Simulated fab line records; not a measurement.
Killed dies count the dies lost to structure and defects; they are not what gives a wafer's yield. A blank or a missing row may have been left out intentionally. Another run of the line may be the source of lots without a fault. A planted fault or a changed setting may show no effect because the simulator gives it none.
Which of the tools did it? | flow n5 finfet | 24 lots, 72 wafers sampled, at 6 steps of a route of 1938

## WHAT THE GAUGES SHOWED, per wafer
Not one reading of a measure or inspect step in the record can be checked against a usual standard deviation.

## WHAT TOOL EACH LOT RAN ON (gives the tool, then ch and the chambers of the sampled wafers, and finally the start)
lot  | N5_BEOL_M4_SPUTTER_81        | N5_BEOL_M4_ANNEAL_87         | N5_BEOL_M4_ANNEAL_89         | N5_BEOL_M5_HM_DEP_02         | N5_BEOL_M5_DEGAS_44          | N5_BEOL_M5_DEP_56
L074 | pvd sputter-01, day 8 23:47  | pvd sputter-01, day 9 00:05  | pvd sputter-01, day 9 00:19  | pvd sputter-02, day 9 06:06  | pvd sputter-01, day 9 11:19  | pecvd-01 ch 0,1, day 9 17:23
L075 | pvd sputter-03, day 9 23:13  | pvd sputter-03, day 9 23:31  | pvd sputter-03, day 9 23:44  | pvd sputter-02, day 10 07:07 | pvd sputter-02, day 10 11:31 | pecvd-02 ch 1,2, day 10 17:32
L078 | pvd sputter-03, day 10 03:39 | pvd sputter-03, day 10 03:57 | pvd sputter-03, day 10 04:10 | pvd sputter-02, day 10 07:43 | pvd sputter-02, day 10 11:38 | pecvd-01 ch 0,1,2, day 10 18:10
L076 | pvd sputter-03, day 10 05:29 | pvd sputter-03, day 10 05:47 | pvd sputter-03, day 10 06:01 | pvd sputter-03, day 10 10:40 | pvd sputter-03, day 10 17:01 | pecvd-03 ch 0,2, day 10 23:19
L077 | pvd sputter-03, day 10 08:53 | pvd sputter-03, day 10 09:11 | pvd sputter-03, day 10 09:25 | pvd sputter-02, day 10 16:14 | pvd sputter-03, day 10 20:28 | pecvd-03 ch 1,2, day 11 02:25
L079 | pvd sputter-03, day 10 18:11 | pvd sputter-03, day 10 18:29 | pvd sputter-03, day 10 18:42 | pvd sputter-01, day 11 00:27 | pvd sputter-01, day 11 06:40 | pecvd-02 ch 1,2, day 11 12:53
L082 | pvd sputter-01, day 11 08:04 | pvd sputter-01, day 11 08:22 | pvd sputter-01, day 11 08:35 | pvd sputter-03, day 11 14:08 | pvd sputter-01, day 11 17:10 | pecvd-01 ch 0,1, day 11 23:40
L083 | pvd sputter-03, day 11 09:39 | pvd sputter-03, day 11 09:57 | pvd sputter-03, day 11 10:10 | pvd sputter-03, day 11 14:25 | pvd sputter-02, day 11 20:06 | pecvd-02 ch 1,2, day 12 02:04
L081 | pvd sputter-02, day 11 14:12 | pvd sputter-02, day 11 14:30 | pvd sputter-02, day 11 14:43 | pvd sputter-01, day 11 20:35 | pvd sputter-02, day 11 23:31 | pecvd-01 ch 0,1, day 12 06:56
L080 | pvd sputter-01, day 11 19:11 | pvd sputter-01, day 11 19:29 | pvd sputter-01, day 11 19:43 | pvd sputter-03, day 12 01:23 | pvd sputter-02, day 12 04:36 | pecvd-03 ch 0,1,2, day 12 10:48
L084 | pvd sputter-01, day 12 03:50 | pvd sputter-01, day 12 04:08 | pvd sputter-01, day 12 04:22 | pvd sputter-03, day 12 09:52 | pvd sputter-01, day 12 12:45 | pecvd-03 ch 2, day 12 18:50
L085 | pvd sputter-02, day 12 09:17 | pvd sputter-02, day 12 09:35 | pvd sputter-02, day 12 09:48 | pvd sputter-01, day 12 15:14 | pvd sputter-03, day 12 19:20 | pecvd-01 ch 1,2, day 13 01:25
L088 | pvd sputter-01, day 12 11:03 | pvd sputter-01, day 12 11:21 | pvd sputter-01, day 12 11:34 | pvd sputter-01, day 12 18:30 | pvd sputter-03, day 13 03:19 | pecvd-03 ch 0,1, day 13 09:17
L087 | pvd sputter-01, day 12 21:48 | pvd sputter-01, day 12 22:06 | pvd sputter-01, day 12 22:19 | pvd sputter-02, day 13 03:28 | pvd sputter-03, day 13 08:23 | pecvd-02 ch 0,1,2, day 13 16:22
L086 | pvd sputter-01, day 13 09:25 | pvd sputter-01, day 13 09:43 | pvd sputter-01, day 13 09:56 | pvd sputter-03, day 13 14:07 | pvd sputter-01, day 13 19:22 | pecvd-03 ch 2, day 14 01:44
L091 | pvd sputter-02, day 13 09:30 | pvd sputter-02, day 13 09:48 | pvd sputter-02, day 13 10:01 | pvd sputter-02, day 13 14:34 | pvd sputter-01, day 13 19:31 | pecvd-01 ch 0,1,2, day 14 02:55
L089 | pvd sputter-03, day 13 09:53 | pvd sputter-03, day 13 10:11 | pvd sputter-03, day 13 10:24 | pvd sputter-02, day 13 14:49 | pvd sputter-01, day 13 18:53 | pecvd-02 ch 0,1,2, day 14 01:04
L093 | pvd sputter-02, day 14 02:47 | pvd sputter-02, day 14 03:05 | pvd sputter-02, day 14 03:19 | pvd sputter-03, day 14 09:15 | pvd sputter-01, day 14 13:37 | pecvd-02 ch 0,1,2, day 14 19:41
L090 | pvd sputter-03, day 14 05:22 | pvd sputter-03, day 14 05:40 | pvd sputter-03, day 14 05:53 | pvd sputter-01, day 14 10:58 | pvd sputter-03, day 14 16:53 | pecvd-01 ch 0,1,2, day 14 23:16
L092 | pvd sputter-01, day 14 08:59 | pvd sputter-01, day 14 09:17 | pvd sputter-01, day 14 09:30 | pvd sputter-02, day 14 13:54 | pvd sputter-01, day 14 20:09 | pecvd-03 ch 0,2, day 15 02:10
L094 | pvd sputter-02, day 14 16:52 | pvd sputter-02, day 14 17:11 | pvd sputter-02, day 14 17:25 | pvd sputter-02, day 14 22:31 | pvd sputter-02, day 15 02:16 | pecvd-01 ch 0,1,2, day 15 09:05
L096 | pvd sputter-03, day 15 00:46 | pvd sputter-03, day 15 01:04 | pvd sputter-03, day 15 01:17 | pvd sputter-01, day 15 05:36 | pvd sputter-03, day 15 09:38 | pecvd-02 ch 0,2, day 15 15:52
L095 | pvd sputter-03, day 15 07:34 | pvd sputter-03, day 15 07:52 | pvd sputter-03, day 15 08:05 | pvd sputter-01, day 15 12:24 | pvd sputter-01, day 15 16:26 | pecvd-03 ch 1,2, day 15 23:54
L097 | pvd sputter-02, day 15 10:49 | pvd sputter-02, day 15 11:07 | pvd sputter-02, day 15 11:20 | pvd sputter-01, day 15 15:49 | pvd sputter-02, day 15 19:20 | pecvd-03 ch 1,2, day 16 03:14
- N5_BEOL_M4_SPUTTER_81: material Cu, target thk 4.5 nm, time 8.29 s.
- N5_BEOL_M4_ANNEAL_87: time 240 s.
- N5_BEOL_M4_ANNEAL_89: time 240 s.
- N5_BEOL_M5_HM_DEP_02: deposits TiN, target thk 20 nm.
- N5_BEOL_M5_DEGAS_44: time 60 s.
- N5_BEOL_M5_DEP_56: deposits SiCN from 3MS/NH3, target thk 8 nm, time 14 s.

## AS READ BY THE TOOLS THEMSELVES (means over the sampled wafers that have a number; for cases with no such wafer, the mark the record gives instead)
N5_BEOL_M4_SPUTTER_81. Usual: chamber pressure pa 0.07 Pa, standard deviation 0.00014; throttle valve pct 29.6 %, standard deviation 0.89.
lot  | tool           | chamber pressure pa (Pa) | throttle valve pct (%) | flag
L074 | pvd sputter-01 | 0.07                     | 29.5                   |
L075 | pvd sputter-03 | 0.07                     | 29.7                   |
L078 | pvd sputter-03 | 0.07                     | 28.8                   |
L076 | pvd sputter-03 | 0.07                     | 29.6                   |
L077 | pvd sputter-03 | 0.07                     | 28.8                   |
L079 | pvd sputter-03 | 0.07                     | 29.0                   |
L082 | pvd sputter-01 | 0.07                     | 29.3                   |
L083 | pvd sputter-03 | 0.07                     | 30.8                   |
L081 | pvd sputter-02 | 0.07                     | 29.4                   |
L080 | pvd sputter-01 | 0.07                     | 29.4                   |
L084 | pvd sputter-01 | 0.07                     | 29.0                   |
L085 | pvd sputter-02 | 0.07                     | 29.2                   |
L088 | pvd sputter-01 | 0.07                     | 29.6                   |
L087 | pvd sputter-01 | 0.07                     | 29.3                   |
L086 | pvd sputter-01 | 0.07                     | 29.9                   |
L091 | pvd sputter-02 | 0.07                     | 29.3                   |
L089 | pvd sputter-03 | 0.07                     | 29.6                   |
L093 | pvd sputter-02 | 0.07                     | 29.7                   |
L090 | pvd sputter-03 | 0.07                     | 30.0                   |
L092 | pvd sputter-01 | 0.07                     | 29.1                   |
L094 | pvd sputter-02 | 0.07                     | 29.5                   |
L096 | pvd sputter-03 | 0.07                     | 29.9                   |
L095 | pvd sputter-03 | 0.07                     | 29.9                   |
L097 | pvd sputter-02 | 0.07                     | 29.7                   |

N5_BEOL_M4_ANNEAL_87. Usual: heater power w reads 822 W (standard deviation 57).
lot  | tool           | heater power w (W) | flag
L074 | pvd sputter-01 | 896                |
L075 | pvd sputter-03 | 815                |
L078 | pvd sputter-03 | 810                |
L076 | pvd sputter-03 | 818                |
L077 | pvd sputter-03 | 812                |
L079 | pvd sputter-03 | 842                |
L082 | pvd sputter-01 | 845                |
L083 | pvd sputter-03 | 823                |
L081 | pvd sputter-02 | 751                |
L080 | pvd sputter-01 | 829                |
L084 | pvd sputter-01 | 777                |
L085 | pvd sputter-02 | 763                |
L088 | pvd sputter-01 | 889                |
L087 | pvd sputter-01 | 843                |
L086 | pvd sputter-01 | 873                |
L091 | pvd sputter-02 | 766                |
L089 | pvd sputter-03 | 807                |
L093 | pvd sputter-02 | 791                |
L090 | pvd sputter-03 | 837                |
L092 | pvd sputter-01 | 783                |
L094 | pvd sputter-02 | 805                |
L096 | pvd sputter-03 | 826                |
L095 | pvd sputter-03 | 816                |
L097 | pvd sputter-02 | 793                |

N5_BEOL_M4_ANNEAL_89. Usual: heater power w reads 821 W (standard deviation 55).
lot  | tool           | heater power w (W) | flag
L074 | pvd sputter-01 | 871                |
L075 | pvd sputter-03 | 812                |
L078 | pvd sputter-03 | 822                |
L076 | pvd sputter-03 | 812                |
L077 | pvd sputter-03 | 809                |
L079 | pvd sputter-03 | 831                |
L082 | pvd sputter-01 | 837                |
L083 | pvd sputter-03 | 822                |
L081 | pvd sputter-02 | 762                |
L080 | pvd sputter-01 | 846                |
L084 | pvd sputter-01 | 773                |
L085 | pvd sputter-02 | 755                |
L088 | pvd sputter-01 | 886                |
L087 | pvd sputter-01 | 830                |
L086 | pvd sputter-01 | 876                |
L091 | pvd sputter-02 | 754                |
L089 | pvd sputter-03 | 809                |
L093 | pvd sputter-02 | 781                |
L090 | pvd sputter-03 | 835                |
L092 | pvd sputter-01 | 778                |
L094 | pvd sputter-02 | 797                |
L096 | pvd sputter-03 | 826                |
L095 | pvd sputter-03 | 831                |
L097 | pvd sputter-02 | 789                |

N5_BEOL_M5_HM_DEP_02. Usual: chamber pressure pa 0.4998 Pa, standard deviation 0.00099; throttle valve pct 29.7 %, standard deviation 0.89.
lot  | tool           | chamber pressure pa (Pa) | throttle valve pct (%) | flag
L074 | pvd sputter-02 | 0.4991                   | 29.8                   |
L075 | pvd sputter-02 | 0.5002                   | 29.8                   |
L078 | pvd sputter-02 | 0.4993                   | 29.4                   |
L076 | pvd sputter-03 | 0.5000                   | 29.6                   |
L077 | pvd sputter-02 | 0.4994                   | 29.8                   |
L079 | pvd sputter-01 | 0.4990                   | 29.2                   |
L082 | pvd sputter-03 | 0.4999                   | 29.5                   |
L083 | pvd sputter-03 | 0.4993                   | 30.3                   |
L081 | pvd sputter-01 | 0.5001                   | 29.2                   |
L080 | pvd sputter-03 | 0.5003                   | 28.6                   |
L084 | pvd sputter-03 | 0.5003                   | 30.5                   |
L085 | pvd sputter-01 | 0.4996                   | 29.9                   |
L088 | pvd sputter-01 | 0.4999                   | 29.5                   |
L087 | pvd sputter-02 | 0.4995                   | 29.6                   |
L086 | pvd sputter-03 | 0.4994                   | 29.7                   |
L091 | pvd sputter-02 | 0.5000                   | 29.6                   |
L089 | pvd sputter-02 | 0.5000                   | 29.0                   |
L093 | pvd sputter-03 | 0.4995                   | 30.5                   |
L090 | pvd sputter-01 | 0.5003                   | 29.9                   |
L092 | pvd sputter-02 | 0.5005                   | 29.2                   |
L094 | pvd sputter-02 | 0.5005                   | 29.5                   |
L096 | pvd sputter-01 | 0.4994                   | 29.3                   |
L095 | pvd sputter-01 | 0.4989                   | 29.3                   |
L097 | pvd sputter-01 | 0.5003                   | 29.8                   |

N5_BEOL_M5_DEGAS_44. Usual: heater power w reads 329 W (standard deviation 23).
lot  | tool           | heater power w (W) | flag
L074 | pvd sputter-01 | 347                |
L075 | pvd sputter-02 | 299                |
L078 | pvd sputter-02 | 328                |
L076 | pvd sputter-03 | 332                |
L077 | pvd sputter-03 | 335                |
L079 | pvd sputter-01 | 326                |
L082 | pvd sputter-01 | 313                |
L083 | pvd sputter-02 | 328                |
L081 | pvd sputter-02 | 316                |
L080 | pvd sputter-02 | 310                |
L084 | pvd sputter-01 | 342                |
L085 | pvd sputter-03 | 323                |
L088 | pvd sputter-03 | 335                |
L087 | pvd sputter-03 | 323                |
L086 | pvd sputter-01 | 334                |
L091 | pvd sputter-01 | 348                |
L089 | pvd sputter-01 | 356                |
L093 | pvd sputter-01 | 337                |
L090 | pvd sputter-03 | 320                |
L092 | pvd sputter-01 | 354                |
L094 | pvd sputter-02 | 319                |
L096 | pvd sputter-03 | 336                |
L095 | pvd sputter-01 | 314                |
L097 | pvd sputter-02 | 312                |

N5_BEOL_M5_DEP_56. Usual: showerhead plenum p Torr 3.669 Torr, standard deviation 0.012; throttle valve pct 9.1 %, standard deviation 0.64.
lot  | tool     | showerhead plenum p Torr (Torr) | throttle valve pct (%) | flag
L074 | pecvd-01 | 3.665                           | 9.3                    |
L075 | pecvd-02 | 3.674                           | 8.6                    |
L078 | pecvd-01 | 3.667                           | 9.1                    |
L076 | pecvd-03 | 3.675                           | 10.1                   |
L077 | pecvd-03 | 3.669                           | 8.8                    |
L079 | pecvd-02 | 3.669                           | 9.0                    |
L082 | pecvd-01 | 3.662                           | 9.3                    |
L083 | pecvd-02 | 3.674                           | 9.1                    |
L081 | pecvd-01 | 3.663                           | 9.5                    |
L080 | pecvd-03 | 3.676                           | 9.4                    |
L084 | pecvd-03 | 3.653                           | 9.0                    |
L085 | pecvd-01 | 3.659                           | 9.0                    |
L088 | pecvd-03 | 3.679                           | 9.3                    |
L087 | pecvd-02 | 3.673                           | 8.8                    |
L086 | pecvd-03 | 3.654                           | 8.9                    |
L091 | pecvd-01 | 3.660                           | 9.1                    |
L089 | pecvd-02 | 3.676                           | 8.9                    |
L093 | pecvd-02 | 3.680                           | 9.0                    |
L090 | pecvd-01 | 3.660                           | 9.1                    |
L092 | pecvd-03 | 3.668                           | 10.0                   |
L094 | pecvd-01 | 3.661                           | 9.2                    |
L096 | pecvd-02 | 3.683                           | 8.6                    |
L095 | pecvd-03 | 3.670                           | 8.6                    |
L097 | pecvd-03 | 3.657                           | 9.0                    |

## THE ANSWER, worked out from the rows above alone
Rule: take the mean of a lot's wafers that have a number; if it is more than 3 standard deviations from the usual mean, the lot is off. Also off: a lot with no number at a reading for which 4 or more lots have one. All remaining lots with rows at the step are treated as sound. Order of review: gauges by route order, followed by the tools' own readings, for which a lot's mean as printed above is used. The first step at which some lot is off is used, and at that step the reading that is off furthest; a lot without a number counts as furthest.
Nothing can be told from this: no lot is off at any reading shown.

## WHAT THE SIMULATOR PUT IN
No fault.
